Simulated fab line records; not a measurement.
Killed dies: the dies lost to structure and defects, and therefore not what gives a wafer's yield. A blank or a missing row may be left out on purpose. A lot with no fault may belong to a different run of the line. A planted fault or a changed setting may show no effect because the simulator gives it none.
Which tool is to blame? || flow nand_harc || 7 lots with 21 wafers sampled at 3 steps, on a route of 1302 steps

## WHAT THE GAUGES SHOWED, per wafer
NHARC_END_SORT_01.
{"lot": "L255", "measured": "day 24 14:47", "on": "prober-01", "killed_at_periphery": "0 3 1"}
{"lot": "L257", "measured": "day 25 19:09", "on": "prober-02", "killed_at_periphery": "1 4 4"}
{"lot": "L262", "measured": "day 27 15:46", "on": "prober-01", "killed_at_periphery": "11 4 5"}
{"lot": "L269", "measured": "day 31 04:17", "on": "prober-02", "killed_at_periphery": "1 0 2"}
{"lot": "L271", "measured": "day 32 05:58", "on": "prober-02", "killed_at_periphery": "10 4 5"}
{"lot": "L274", "measured": "day 33 04:34", "on": "prober-02", "killed_at_periphery": "5 1 5"}
{"lot": "L275", "measured": "day 35 07:50", "on": "prober-01", "killed_at_periphery": "3 2 2"}

## WHICH TOOL RAN EACH LOT (tool, then ch and the chambers of the sampled wafers, then the start)
{"lot": "L255", "NHARC_P_M0_DEP_32": "pecvd-03 ch 0,1, day 6 20:23", "NHARC_P_M1_DEVELOP_08": "litho_track-04 ch 0, day 6 21:00"}
{"lot": "L257", "NHARC_P_M0_DEP_32": "pecvd-02 ch 0,1, day 7 21:13", "NHARC_P_M1_DEVELOP_08": "litho_track-04 ch 0, day 7 22:00"}
{"lot": "L262", "NHARC_P_M0_DEP_32": "pecvd-01 ch 0,2, day 9 21:11", "NHARC_P_M1_DEVELOP_08": "litho_track-04 ch 0, day 9 22:00"}
{"lot": "L269", "NHARC_P_M0_DEP_32": "pecvd-02 ch 0,1,2, day 12 18:58", "NHARC_P_M1_DEVELOP_08": "litho_track-01 ch 0, day 12 20:00"}
{"lot": "L271", "NHARC_P_M0_DEP_32": "pecvd-02 ch 0,2, day 13 20:37", "NHARC_P_M1_DEVELOP_08": "litho_track-06 ch 0, day 13 21:00"}
{"lot": "L274", "NHARC_P_M0_DEP_32": "pecvd-02 ch 0,1,2, day 14 18:16", "NHARC_P_M1_DEVELOP_08": "litho_track-04 ch 0, day 14 19:00"}
{"lot": "L275", "NHARC_P_M0_DEP_32": "pecvd-01 ch 0,1,2, day 16 17:56", "NHARC_P_M1_DEVELOP_08": "litho_track-01 ch 0, day 16 19:00"}
- NHARC_P_M0_DEP_32: deposits SiCN, target thk 30 nm.
- NHARC_P_M1_DEVELOP_08: develop time 35 s.

## THE ANSWER, worked out from the rows above alone
Rule: the lots themselves supply what counts as usual. The widest of any qualifying gaps counts: lots, ordered by their means at a reading, are off when they make up no more than a third of the lots, leave a main group of 4 or more, and stand apart from it by 3 or more times the standard deviation of that group's means. Not used: any main group whose means are identical at the precision the tables above print for the reading. Also off: a lot with no number at a reading for which 4 or more lots have one. Where the step has rows for the other lots, those lots are counted as sound.
None of the lots is off at any reading shown; this tells nothing.

## WHAT THE SIMULATOR HAD PUT IN
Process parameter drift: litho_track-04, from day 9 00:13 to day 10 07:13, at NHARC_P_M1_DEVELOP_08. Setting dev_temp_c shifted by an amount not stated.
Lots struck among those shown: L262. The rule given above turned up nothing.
